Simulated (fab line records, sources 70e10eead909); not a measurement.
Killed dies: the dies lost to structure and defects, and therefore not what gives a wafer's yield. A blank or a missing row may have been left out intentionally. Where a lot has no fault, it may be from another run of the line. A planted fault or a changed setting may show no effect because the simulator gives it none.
fab line records	flow nand_harc
record lots=24	wafers=72	last_day=34
route steps=1302 shown P_STI@84 P_M0@284 P_M1@302 P_M2@341
lots that met no fault: taken from a fault-free run of the same line
start_h: start of the lot's first displayed wafer, in hours after the record's first day	wait_h: how many hours have passed since the lot's step before this one	" repeats the value in the row above	L1.1+2: a row that stands for several wafers	- value missing, or start not given	* or withheld: withheld	< > ~ a bound
route shown NAME@n: a module of which the file shows steps, and the number in the route of the first	usual: mean/standard deviation taken from wafers without a fault	same: alike in all rows	chamber/n: place in a boat	sites: each site's reading	_std_site: their standard deviation	_edge_site: the outer-site mean with the inner-site mean subtracted	radius_mm: for every site, how far away it sits from the centre of the wafer	mask NAME#n: copy n	behind: the last tool/chamber to shape the wafer	hold: cause of the lot's hold/its duration in hours/its outcome	device: the transistor (n, p or np) that didn't switch	end of line: at the end of the route, the tests of the same wafers	a step with no rows: only its recipe	killed: dies that structure and defects cost at the first sort, which is not the same as the wafer's yield	map: shows each die of a wafer: x if killed, . if not, _ if none is there
set.NAME: the setting as run; set.NAME@STEP: as run at that earlier step	model.NAME: the simulator's own value behind a step, which no gauge read
a sample of lots followed through the steps of the route, with each step as a table and each wafer as a row
services: a tool's chamber out of use, with start hour (start_h, from the record's first day; less than 0 if before it), hours out, and reason
## steps
# step NHARC_P_STI_OVL_MEAS_10
# usual overlay_x_nm=1/7	overlay_y_nm=1/5.9
lot.wafer	tool	chamber	start_h	wait_h	overlay_x_nm	overlay_y_nm
L074.4	overlay-02	-	42.80	-	7	0
L074.5	"	-	"	"	7	1
L074.6	"	-	"	"	7	1
L075.1	overlay-01	-	52.89	-	4	-4
L075.5	"	-	"	"	4	-3
L075.6	"	-	"	"	4	-4
L076.1	overlay-02	-	64.28	-	5	5
L076.2	"	-	"	"	6	6
L076.5	"	-	"	"	5	6
L077.1	overlay-02	-	72.38	-	-1	-4
L077.4	"	-	"	"	-1	-4
L077.6	"	-	"	"	-1	-4
L078.1	overlay-01	-	85.49	-	7	-1
L078.3	"	-	"	"	7	-1
L078.6	"	-	"	"	7	-1
L079.1	overlay-02	-	93.45	-	5	-1
L079.3	"	-	"	"	5	-1
L079.5	"	-	"	"	5	-2
L080.2	overlay-01	-	103.80	-	5	11
L080.3	"	-	"	"	5	11
L080.6	"	-	"	"	5	10
L081.1	overlay-02	-	112.05	-	8	-9
L081.3	"	-	"	"	9	-9
L081.5	"	-	"	"	8	-9
L082.2	overlay-02	-	124.64	-	-5	10
L082.4	"	-	"	"	-6	10
L082.5	"	-	"	"	-6	10
L083.1	overlay-01	-	132.13	-	-2	5
L083.2	"	-	"	"	-2	5
L083.4	"	-	"	"	-2	4
L084.2	overlay-02	-	143.71	-	0	6
L084.5	"	-	"	"	0	6
L084.6	"	-	"	"	-1	5
L085.3	overlay-02	-	152.35	-	3	6
L085.5	"	-	"	"	4	7
L085.6	"	-	"	"	3	7
L086.2	overlay-01	-	162.32	-	9	5
L086.5	"	-	"	"	10	5
L086.6	"	-	"	"	9	5
L087.1	overlay-02	-	173.52	-	8	-2
L087.5	"	-	"	"	8	-2
L087.6	"	-	"	"	8	-2
L088.3	overlay-01	-	184.89	-	-1	-7
L088.5	"	-	"	"	-2	-7
L088.6	"	-	"	"	-2	-7
L089.1	overlay-01	-	195.92	-	1	2
L089.3	"	-	"	"	1	2
L089.5	"	-	"	"	1	3
L090.1	overlay-02	-	204.41	-	-8	-1
L090.2	"	-	"	"	-8	0
L090.6	"	-	"	"	-8	-1
L091.1	overlay-01	-	212.30	-	-23	9
L091.3	"	-	"	"	-24	9
L091.5	"	-	"	"	-23	9
L092.2	overlay-01	-	223.07	-	-1	-7
L092.3	"	-	"	"	0	-8
L092.4	"	-	"	"	0	-8
L093.2	overlay-02	-	233.74	-	-2	-6
L093.5	"	-	"	"	-2	-6
L093.6	"	-	"	"	-2	-6
L094.2	overlay-01	-	244.06	-	7	2
L094.4	"	-	"	"	7	1
L094.5	"	-	"	"	7	2
L095.1	overlay-02	-	252.72	-	-7	-11
L095.3	"	-	"	"	-7	-11
L095.6	"	-	"	"	-6	-11
L096.1	overlay-02	-	264.23	-	-2	1
L096.2	"	-	"	"	-2	2
L096.3	"	-	"	"	-2	2
L097.1	overlay-01	-	273.17	-	-5	4
L097.2	"	-	"	"	-5	4
L097.3	"	-	"	"	-5	4
# step NHARC_P_M0_DEP_32
# recipe target_thk_a=300	temp_c=370	target_thk_nm=30	pressure_torr=3	flow_sccm=200	rf_w=450	material=SiCN
# usual heater_power_w=555/79
lot.wafer	tool	chamber	start_h	wait_h	heater_power_w
L074.5	pecvd-01	0	117.72	0.2	583
L074.6	"	1	"	"	540
L074.4	"	2	"	"	615
L075.1	pecvd-02	0	136.07	0.1	545
L075.6	"	1	"	"	490
L075.5	"	2	"	"	522
L076.2	pecvd-01	2	145.10	0.1	536
L076.1	"	0	"	"	628
L076.5	"	0	"	"	638
L077.1	pecvd-01	1	149.10	0.1	500
L077.4	"	1	"	"	506
L077.6	"	2	"	"	544
L078.1	pecvd-02	0	166.95	0.1	646
L078.3	"	1	"	"	562
L078.6	"	1	"	"	556
L079.3	pecvd-02	1	171.70	0.1	551
L079.1	"	2	"	"	495
L079.5	"	2	"	"	494
L080.3	pecvd-04	0	185.58	0.1	680
L080.2	"	1	"	"	400
L080.6	"	1	"	"	406
L081.1	pecvd-04	1	189.06	0.1	361
L081.3	"	2	"	"	449
L081.5	"	1	"	"	361
L082.2	pecvd-01	2	203.84	0.1	605
L082.5	"	2	"	"	627
L082.4	"	0	"	"	660
L083.1	pecvd-04	0	210.19	0.1	575
L083.2	"	2	"	"	459
L083.4	"	0	"	"	588
L084.2	pecvd-04	1	229.69	0.1	449
L084.5	"	1	"	"	446
L084.6	"	2	"	"	473
L085.3	pecvd-04	0	232.13	0.1	681
L085.5	"	0	"	"	665
L085.6	"	1	"	"	398
L086.2	pecvd-02	0	246.13	0.1	491
L086.5	"	0	"	"	503
L086.6	"	2	"	"	578
L087.1	pecvd-04	0	255.71	0.1	650
L087.6	"	2	"	"	573
L087.5	"	0	"	"	660
L088.3	pecvd-02	1	272.71	0.1	580
L088.6	"	1	"	"	581
L088.5	"	2	"	"	507
L089.3	pecvd-01	1	273.14	0.1	575
L089.1	"	0	"	"	706
L089.5	"	1	"	"	585
L090.2	pecvd-02	1	286.60	0.1	573
L090.1	"	2	"	"	517
L090.6	"	0	"	"	600
L091.3	pecvd-04	1	292.20	0.1	431
L091.1	"	2	"	"	547
L091.5	"	2	"	"	535
L092.2	pecvd-04	0	306.76	0.1	692
L092.3	"	1	"	"	437
L092.4	"	2	"	"	519
L093.2	pecvd-02	1	320.70	0.1	524
L093.6	"	1	"	"	525
L093.5	"	2	"	"	580
L094.2	pecvd-02	2	323.94	0.1	579
L094.4	"	2	"	"	566
L094.5	"	1	"	"	539
L095.1	pecvd-01	1	328.73	0.1	464
L095.3	"	2	"	"	626
L095.6	"	2	"	"	628
L096.3	pecvd-04	2	344.63	0.1	529
L096.2	"	0	"	"	693
L096.1	"	1	"	"	400
L097.2	pecvd-01	0	348.82	0.1	572
L097.1	"	2	"	"	642
L097.3	"	0	"	"	586
# step NHARC_P_M1_STRIP_18
# recipe power_w=1000	n2_flow_sccm=150	h2_flow_sccm=150	ar_flow_sccm=0	bias_w=0	chemistry=N2/H2
# usual drypump_motor_current_A=5.6/0.55	oes_product_au=0.999/0.0099	rf_vpp_V=90.6/1	showerhead_plenum_p_Torr=2.02/0.1	throttle_valve_pct=14.172/0.0088
lot.wafer	tool	chamber	start_h	wait_h	drypump_motor_current_A	oes_product_au	rf_hours_counter_h	rf_vpp_V	showerhead_plenum_p_Torr	throttle_valve_pct
L074.4	rie_diel-09	2	119.46	0.1	6.3	0.996	9	90.3	2.15	14.174
L074.5	"	0	"	"	5.7	1.010	-	91.0	2.15	14.165
L074.6	"	1	"	"	4.7	1.011	-	90.2	1.90	14.163
L075.1	rie_diel-13	1	137.85	0.2	6.5	1.017	10	88.9	1.93	14.178
L075.6	"	2	"	"	5.3	1.003	-	91.1	2.06	14.161
L075.5	"	3	"	"	5.4	0.998	-	91.0	2.11	14.159
L076.2	rie_diel-13	3	146.77	0.1	5.4	1.004	12	91.8	2.11	14.194
L076.1	"	0	"	"	5.8	0.999	11	88.1	1.91	14.167
L076.5	"	3	"	"	5.4	1.004	-	91.4	2.11	14.167
L077.4	rie_diel-13	2	150.96	0.1	5.3	0.996	12	90.3	2.06	14.175
L077.1	"	3	"	"	5.4	0.998	13	91.9	2.11	14.156
L077.6	"	1	"	"	6.5	1.014	-	90.7	1.93	14.177
L078.1	rie_diel-09	0	168.71	0.1	5.7	0.990	1	90.4	2.15	14.180
L078.3	"	1	"	"	4.7	0.996	1	90.8	1.90	14.190
L078.6	"	1	"	"	4.7	1.009	-	88.4	1.90	14.189
L079.3	rie_diel-10	2	173.54	0.1	5.2	0.993	27	90.8	2.07	14.163
L079.1	"	3	"	"	6.0	1.008	25	90.5	2.07	14.181
L079.5	"	1	"	"	5.6	0.990	-	89.5	1.90	14.172
L080.2	rie_diel-13	2	187.36	0.1	5.3	1.006	0	90.3	2.06	14.163
L080.3	"	1	"	"	6.5	1.005	0	90.6	1.93	14.183
L080.6	"	3	"	"	5.4	0.993	-	90.7	2.11	14.176
L081.3	rie_diel-09	2	190.73	0.1	6.3	0.988	2	92.4	2.14	14.168
L081.1	"	0	"	"	5.7	0.986	3	91.2	2.15	14.170
L081.5	"	1	"	"	4.7	0.997	-	90.0	1.90	14.160
L082.2	rie_diel-09	3	205.69	0.1	5.0	0.997	3	91.4	1.90	14.155
L082.4	"	0	"	"	5.7	0.980	3	92.5	2.15	14.166
L082.5	"	0	"	"	5.6	0.984	-	90.8	2.15	14.172
L083.2	rie_diel-13	3	212.14	0.1	5.4	0.992	3	92.3	2.11	14.166
L083.1	"	1	"	"	6.5	0.993	3	89.7	1.93	14.166
L083.4	"	2	"	"	5.2	0.990	-	91.6	2.06	14.175
L084.2	rie_diel-09	1	231.47	0.1	4.7	1.001	5	89.7	1.90	14.169
L084.5	"	0	"	"	5.7	0.981	-	90.3	2.15	14.177
L084.6	"	1	"	"	4.7	0.998	-	90.5	1.90	14.193
L085.3	rie_diel-13	0	234.01	0.1	5.8	1.014	3	90.3	1.91	14.172
L085.5	"	2	"	"	5.3	0.996	-	90.9	2.06	14.178
L085.6	"	3	"	"	5.4	1.007	-	92.1	2.11	14.176
L086.2	rie_diel-13	0	248.07	0.1	5.8	1.012	4	88.7	1.91	14.185
L086.6	"	0	"	"	5.8	1.002	-	89.3	1.91	14.181
L086.5	"	1	"	"	6.5	1.005	-	90.7	1.93	14.164
L087.1	rie_diel-09	0	257.46	0.1	5.6	0.981	6	91.5	2.15	14.177
L087.6	"	0	"	"	5.7	0.989	-	91.3	2.15	14.169
L087.5	"	1	"	"	4.7	1.000	-	90.1	1.90	14.174
L088.3	rie_diel-13	0	274.59	0.2	5.8	1.005	6	92.6	1.91	14.163
L088.5	"	1	"	"	6.5	1.002	-	88.8	1.93	14.195
L088.6	"	2	"	"	5.3	0.995	-	90.8	2.05	14.179
L089.3	rie_diel-13	3	274.99	0.1	5.4	0.996	9	92.0	2.11	14.174
L089.1	"	0	"	"	5.8	1.001	6	90.2	1.91	14.167
L089.5	"	3	"	"	5.4	0.988	-	90.0	2.11	14.165
L090.1	rie_diel-13	2	288.40	0.1	5.3	0.992	10	91.4	2.05	14.176
L090.2	"	3	"	"	5.4	0.994	9	90.8	2.10	14.179
L090.6	"	3	"	"	5.4	1.002	-	89.5	2.10	14.173
L091.3	rie_diel-09	1	293.99	0.1	4.7	0.987	9	89.1	1.90	14.178
L091.1	"	2	"	"	6.4	0.989	9	93.1	2.14	14.169
L091.5	"	1	"	"	4.7	1.003	-	92.3	1.90	14.181
L092.2	rie_diel-13	2	308.60	0.1	5.3	0.984	11	90.7	2.05	14.171
L092.4	"	3	"	"	5.4	0.992	10	90.8	2.10	14.180
L092.3	"	1	"	"	6.5	1.006	11	90.4	1.93	14.171
L093.2	rie_diel-13	3	322.59	0.1	5.4	0.995	12	90.4	2.10	14.174
L093.6	"	3	"	"	5.4	1.003	-	91.8	2.10	14.189
L093.5	"	0	"	"	5.8	1.001	-	89.8	1.91	14.183
L094.2	rie_diel-10	1	325.76	0.1	5.6	0.978	18	89.4	1.89	14.164
L094.4	"	0	"	"	5.9	0.994	14	88.7	2.02	14.168
L094.5	"	1	"	"	5.6	0.987	-	91.0	1.89	14.178
L095.1	rie_diel-09	2	330.42	0.1	6.3	1.004	0	91.8	2.14	14.171
L095.3	"	3	"	"	5.0	0.993	0	90.1	1.90	14.174
L095.6	"	1	"	"	4.7	1.024	-	89.3	1.90	14.175
L096.3	rie_diel-09	2	346.48	0.1	6.3	0.999	1	91.9	2.14	14.165
L096.1	"	0	"	"	5.7	0.994	2	91.0	2.14	14.181
L096.2	"	1	"	"	4.7	1.016	1	91.4	1.89	14.165
L097.2	rie_diel-09	2	350.78	0.1	6.3	0.999	2	89.7	2.14	14.181
L097.3	"	3	"	"	5.0	1.004	1	90.9	1.90	14.179
L097.1	"	0	"	"	5.7	0.986	2	90.2	2.14	14.155
# step NHARC_P_M1_ETCH_28
# recipe target_depth_a=300	over_etch_frac=0.3	time_s=72.99	ion_energy_ev=150	cf4_flow_sccm=50	n2_flow_sccm=100	ar_flow_sccm=150	rf_w=300	bias_w=100	chemistry=CF4/N2
# usual drypump_motor_current_A=5.6/0.54	oes_product_au=0.999/0.01	rf_vpp_V=313.6/2.1	showerhead_plenum_p_Torr=2.60/0.12	throttle_valve_pct=19.794/0.0095
lot.wafer	tool	chamber	start_h	wait_h	drypump_motor_current_A	oes_product_au	rf_hours_counter_h	rf_vpp_V	showerhead_plenum_p_Torr	throttle_valve_pct
L074.4	rie_diel-09	2	-	-	6.3	1.005	9	315.9	2.75	19.788
L074.5	"	2	"	"	6.3	0.997	-	316.3	2.75	19.783
L074.6	"	3	"	"	5.0	0.996	-	311.3	2.47	19.810
L075.1	rie_diel-13	1	-	-	6.5	1.018	10	312.6	2.50	19.801
L075.6	"	2	"	"	5.3	1.006	-	313.0	2.65	19.794
L075.5	"	3	"	"	5.4	1.001	-	314.9	2.71	19.793
L076.1	rie_diel-13	3	-	-	5.4	1.006	13	315.4	2.71	19.789
L076.2	"	2	"	"	5.3	1.001	12	314.7	2.65	19.791
L076.5	"	0	"	"	5.8	0.996	-	312.1	2.48	19.793
L077.4	rie_diel-13	3	-	-	5.4	0.994	13	317.2	2.71	19.785
L077.1	"	2	"	"	5.3	1.005	12	314.6	2.65	19.809
L077.6	"	0	"	"	5.8	0.982	-	311.3	2.48	19.787
L078.1	rie_diel-09	3	-	-	5.0	1.003	1	312.7	2.47	19.788
L078.3	"	0	"	"	5.7	0.983	1	317.3	2.75	19.804
L078.6	"	2	"	"	6.3	0.990	-	316.4	2.75	19.789
L079.3	rie_diel-10	0	-	-	5.9	1.014	26	313.7	2.62	19.792
L079.1	"	2	"	"	5.2	1.008	27	313.1	2.67	19.783
L079.5	"	3	"	"	6.0	1.008	-	313.7	2.66	19.801
L080.2	rie_diel-13	2	-	-	5.3	1.002	0	314.9	2.65	19.785
L080.3	"	0	"	"	5.8	1.013	0	312.9	2.48	19.789
L080.6	"	1	"	"	6.5	1.008	-	311.5	2.49	19.808
L081.1	rie_diel-09	1	-	-	4.7	1.002	3	310.5	2.46	19.797
L081.3	"	2	"	"	6.4	0.984	2	315.9	2.75	19.799
L081.5	"	0	"	"	5.7	0.969	-	315.9	2.75	19.794
L082.2	rie_diel-09	2	-	-	6.3	1.005	2	316.7	2.75	19.776
L082.4	"	1	"	"	4.7	0.995	3	310.5	2.46	19.798
L082.5	"	2	"	"	6.3	1.001	-	315.6	2.75	19.791
L083.1	rie_diel-13	3	-	-	5.4	0.997	3	316.0	2.71	19.796
L083.2	"	1	"	"	6.5	1.010	3	310.8	2.49	19.801
L083.4	"	3	"	"	5.4	1.000	-	313.7	2.71	19.814
L084.2	rie_diel-09	0	-	-	5.6	0.979	5	316.8	2.75	19.795
L084.6	"	0	"	"	5.7	0.989	-	315.9	2.75	19.780
L084.5	"	1	"	"	4.7	0.994	-	312.2	2.46	19.803
L085.3	rie_diel-13	2	-	-	5.3	0.990	6	314.8	2.65	19.803
L085.5	"	1	"	"	6.5	1.021	-	311.6	2.49	19.788
L085.6	"	2	"	"	5.3	1.000	-	313.5	2.64	19.795
L086.2	rie_diel-13	3	-	-	5.4	1.004	6	315.6	2.70	19.798
L086.6	"	2	"	"	5.3	0.990	-	313.4	2.64	19.801
L086.5	"	3	"	"	5.4	0.997	-	315.4	2.70	19.802
L087.1	rie_diel-09	0	-	-	5.7	0.994	6	316.8	2.75	19.781
L087.5	"	2	"	"	6.4	0.988	-	316.1	2.75	19.795
L087.6	"	3	"	"	5.0	0.992	-	311.4	2.46	19.803
L088.3	rie_diel-13	0	-	-	5.8	1.015	6	311.6	2.47	19.784
L088.6	"	3	"	"	5.4	0.998	-	315.4	2.70	19.786
L088.5	"	0	"	"	5.8	1.008	-	311.2	2.47	19.806
L089.1	rie_diel-13	0	-	-	5.8	1.004	6	310.3	2.47	19.780
L089.3	"	2	"	"	5.3	0.988	9	313.6	2.64	19.807
L089.5	"	0	"	"	5.8	1.001	-	312.0	2.47	19.791
L090.2	rie_diel-13	3	-	-	5.4	0.988	9	314.9	2.70	19.783
L090.1	"	1	"	"	6.5	1.007	9	310.4	2.49	19.789
L090.6	"	1	"	"	6.5	1.007	-	310.9	2.49	19.814
L091.3	rie_diel-09	1	-	-	4.7	0.999	9	312.4	2.46	19.802
L091.1	"	3	"	"	5.0	0.996	10	311.5	2.46	19.779
L091.5	"	0	"	"	5.7	0.993	-	315.8	2.75	19.786
L092.4	rie_diel-13	2	-	-	5.3	1.000	11	315.7	2.64	19.793
L092.3	"	3	"	"	5.4	0.986	11	316.3	2.70	19.806
L092.2	"	0	"	"	5.8	0.998	8	310.2	2.47	19.781
L093.2	rie_diel-13	3	-	-	5.4	1.006	12	317.1	2.70	19.785
L093.6	"	0	"	"	5.8	1.005	-	310.7	2.47	19.806
L093.5	"	3	"	"	5.4	1.002	-	314.9	2.70	19.788
L094.2	rie_diel-10	1	-	-	5.6	0.981	18	312.2	2.45	19.792
L094.4	"	2	"	"	5.2	0.996	18	313.1	2.65	19.804
L094.5	"	1	"	"	5.6	0.984	-	310.6	2.45	19.798
L095.1	rie_diel-09	0	-	-	5.7	1.002	0	316.9	2.75	19.816
L095.3	"	1	"	"	4.7	1.015	0	311.2	2.45	19.791
L095.6	"	3	"	"	5.1	0.990	-	312.5	2.46	19.786
L096.1	rie_diel-09	2	-	-	6.3	0.999	2	315.7	2.75	19.807
L096.3	"	0	"	"	5.6	0.988	2	315.5	2.75	19.804
L096.2	"	1	"	"	4.7	1.031	1	311.9	2.45	19.787
L097.3	rie_diel-09	3	-	-	5.0	0.999	2	312.2	2.46	19.777
L097.2	"	0	"	"	5.7	0.996	2	315.8	2.75	19.801
L097.1	"	2	"	"	6.3	1.008	2	316.5	2.75	19.803
# step NHARC_P_M2_PVD_21
# recipe target_thk_a=300	chamber_pressure_pa=5	power_w=5000	substrate_temp_c=30	time_s=20.49	material=Cu
# usual cathode_dc_power_W=5000.0/0.91	throttle_valve_pct=29.9/1.2
lot.wafer	tool	chamber	start_h	wait_h	cathode_dc_power_W	throttle_valve_pct
L074.4	pvd_sputter-02	-	-	-	4999.8	27.4
L074.6	"	-	"	"	5001.5	30.8
L074.5	"	-	"	"	4998.8	30.1
L075.1	pvd_sputter-01	-	-	-	4999.2	30.5
L075.6	"	-	"	"	4999.7	30.3
L075.5	"	-	"	"	4999.8	31.4
L076.2	pvd_sputter-03	-	-	-	4999.1	30.2
L076.1	"	-	"	"	5000.3	27.4
L076.5	"	-	"	"	5000.7	30.8
L077.1	pvd_sputter-03	-	-	-	4999.1	30.2
L077.4	"	-	"	"	4999.7	27.5
L077.6	"	-	"	"	4999.1	30.1
L078.3	pvd_sputter-03	-	-	-	5000.1	27.2
L078.1	"	-	"	"	5000.6	30.6
L078.6	"	-	"	"	5000.3	27.3
L079.3	pvd_sputter-03	-	-	-	4999.5	27.4
L079.1	"	-	"	"	5001.4	30.3
L079.5	"	-	"	"	5001.1	30.4
L080.3	pvd_sputter-02	-	-	-	5002.0	30.1
L080.2	"	-	"	"	4999.9	30.7
L080.6	"	-	"	"	4997.4	30.2
L081.3	pvd_sputter-01	-	-	-	5001.1	30.5
L081.1	"	-	"	"	5000.3	30.2
L081.5	"	-	"	"	5000.6	30.9
L082.4	pvd_sputter-01	-	-	-	5000.3	30.7
L082.2	"	-	"	"	5000.8	28.8
L082.5	"	-	"	"	5000.1	30.0
L083.4	pvd_sputter-01	-	-	-	4999.6	31.2
L083.2	"	-	"	"	5000.1	28.9
L083.1	"	-	"	"	5000.9	30.2
L084.2	pvd_sputter-01	-	-	-	5000.6	32.0
L084.6	"	-	"	"	4999.3	31.7
L084.5	"	-	"	"	4999.9	28.7
L085.3	pvd_sputter-01	-	-	-	5000.8	28.5
L085.6	"	-	"	"	4998.8	31.9
L085.5	"	-	"	"	4999.7	28.6
L086.2	pvd_sputter-01	-	-	-	5000.0	30.7
L086.5	"	-	"	"	5000.3	30.5
L086.6	"	-	"	"	5001.1	30.4
L087.1	pvd_sputter-02	-	-	-	4999.2	30.0
L087.5	"	-	"	"	5000.2	30.9
L087.6	"	-	"	"	4999.9	29.8
L088.3	pvd_sputter-02	-	-	-	5001.6	30.9
L088.5	"	-	"	"	5000.3	29.4
L088.6	"	-	"	"	5000.4	31.1
L089.1	pvd_sputter-03	-	-	-	4999.2	27.6
L089.3	"	-	"	"	5000.0	30.3
L089.5	"	-	"	"	5000.9	30.4
L090.1	pvd_sputter-03	-	-	-	5000.6	28.0
L090.2	"	-	"	"	5000.6	30.5
L090.6	"	-	"	"	5000.6	27.9
L091.1	pvd_sputter-01	-	-	-	5001.2	30.6
L091.3	"	-	"	"	5000.6	30.5
L091.5	"	-	"	"	5001.1	31.9
L092.3	pvd_sputter-03	-	-	-	5000.9	27.9
L092.2	"	-	"	"	5000.5	30.2
L092.4	"	-	"	"	5000.4	30.2
L093.2	pvd_sputter-03	-	-	-	5000.3	30.3
L093.5	"	-	"	"	4999.8	27.9
L093.6	"	-	"	"	5001.1	30.1
L094.2	pvd_sputter-02	-	-	-	4999.4	31.1
L094.4	"	-	"	"	4999.4	27.4
L094.5	"	-	"	"	5001.0	31.4
L095.3	pvd_sputter-01	-	-	-	5000.5	28.7
L095.1	"	-	"	"	4998.9	30.5
L095.6	"	-	"	"	4999.7	30.3
L096.2	pvd_sputter-01	-	-	-	5000.3	30.5
L096.1	"	-	"	"	4999.5	28.2
L096.3	"	-	"	"	4996.1	30.4
L097.3	pvd_sputter-03	-	-	-	4999.0	30.2
L097.1	"	-	"	"	4999.6	30.0
L097.2	"	-	"	"	5000.2	30.3
# step NHARC_P_M2_ANNEAL_31
# recipe temp_c=225	time_s=90
# usual wafer_temp_C_max=226.5/0.35
lot.wafer	tool	chamber	start_h	wait_h	wafer_temp_C_max
L074.4	rtp_anneal-01	0	126.36	-	226.6
L074.5	"	0	"	"	226.5
L074.6	"	0	"	"	226.8
L075.1	rtp_anneal-01	0	143.31	0.3	226.3
L075.5	"	0	"	"	226.6
L075.6	"	0	"	"	226.1
L076.1	rtp_anneal-02	0	152.44	-	226.6
L076.2	"	0	"	"	226.0
L076.5	"	0	"	"	226.0
L077.1	rtp_anneal-01	0	156.46	-	226.0
L077.4	"	0	"	"	226.5
L077.6	"	0	"	"	226.7
L078.1	rtp_anneal-02	0	174.27	0.3	226.7
L078.3	"	0	"	"	227.2
L078.6	"	0	"	"	226.6
L079.1	rtp_anneal-01	0	178.93	-	226.9
L079.3	"	0	"	"	226.4
L079.5	"	0	"	"	226.7
L080.2	rtp_anneal-01	0	192.95	-	226.9
L080.3	"	0	"	"	226.4
L080.6	"	0	"	"	226.4
L081.1	rtp_anneal-02	0	196.12	-	227.2
L081.3	"	0	"	"	226.5
L081.5	"	0	"	"	225.6
L082.2	rtp_anneal-02	0	211.32	0.3	226.5
L082.4	"	0	"	"	226.7
L082.5	"	0	"	"	226.2
L083.1	rtp_anneal-02	0	217.62	0.3	226.6
L083.2	"	0	"	"	226.4
L083.4	"	0	"	"	226.7
L084.2	rtp_anneal-01	0	237.30	0.6	226.4
L084.5	"	0	"	"	226.2
L084.6	"	0	"	"	226.4
L085.3	rtp_anneal-01	0	239.68	-	226.7
L085.5	"	0	"	"	226.8
L085.6	"	0	"	"	227.2
L086.2	rtp_anneal-02	0	257.05	0.3	226.3
L086.5	"	0	"	"	226.4
L086.6	"	0	"	"	226.2
L087.1	rtp_anneal-01	0	263.01	0.3	226.5
L087.5	"	0	"	"	226.5
L087.6	"	0	"	"	226.7
L088.3	rtp_anneal-01	0	280.32	-	226.8
L088.5	"	0	"	"	226.3
L088.6	"	0	"	"	226.2
L089.1	rtp_anneal-02	0	280.64	0.3	226.5
L089.3	"	0	"	"	226.3
L089.5	"	0	"	"	226.9
L090.1	rtp_anneal-01	0	293.96	-	226.2
L090.2	"	0	"	"	226.1
L090.6	"	0	"	"	226.2
L091.1	rtp_anneal-02	0	299.57	-	226.6
L091.3	"	0	"	"	225.8
L091.5	"	0	"	"	226.6
L092.2	rtp_anneal-01	0	314.10	-	226.2
L092.3	"	0	"	"	226.0
L092.4	"	0	"	"	225.9
L093.2	rtp_anneal-02	0	328.55	-	226.7
L093.5	"	0	"	"	227.2
L093.6	"	0	"	"	226.3
L094.2	rtp_anneal-01	0	331.68	0.3	226.3
L094.4	"	0	"	"	226.5
L094.5	"	0	"	"	226.3
L095.1	rtp_anneal-02	0	335.97	0.3	226.5
L095.3	"	0	"	"	226.8
L095.6	"	0	"	"	226.6
L096.1	rtp_anneal-01	0	352.49	-	226.9
L096.2	"	0	"	"	226.8
L096.3	"	0	"	"	226.2
L097.1	rtp_anneal-01	0	356.46	0.3	225.7
L097.2	"	0	"	"	226.6
L097.3	"	0	"	"	226.7
## services
tool	chamber	start_h	hours	kind
pecvd-02	-	99.31	1.7	repair
rie_diel-09	1	101.11	5.7	repair
rie_diel-09	0	110.95	7.0	repair
rie_diel-13	-	127.62	0.3	repair
pecvd-01	-	130.00	13.0	pm
rie_diel-09	-	143.10	9.0	pm
rie_diel-13	-	165.21	9.0	pm
rie_diel-09	2	171.90	8.6	repair
pecvd-04	1	174.83	7.5	repair
pvd_sputter-03	-	183.25	10.0	pm
rie_diel-13	0	202.66	15.2	repair
pvd_sputter-01	-	209.65	0.5	repair
pvd_sputter-01	-	226.00	10.0	pm
pecvd-02	-	227.06	13.0	pm
rie_diel-13	3	252.32	1.5	repair
pecvd-01	1	253.20	4.9	repair
pecvd-04	-	269.23	13.0	pm
rie_diel-09	1	278.77	8.3	repair
rie_diel-13	0	285.25	3.4	repair
rie_diel-13	2	316.63	7.3	repair
rie_diel-09	-	320.10	9.0	pm
rie_diel-13	-	342.21	9.0	pm
rie_diel-09	3	345.73	4.9	repair
rie_diel-09	1	347.91	5.5	repair
## key
fault none
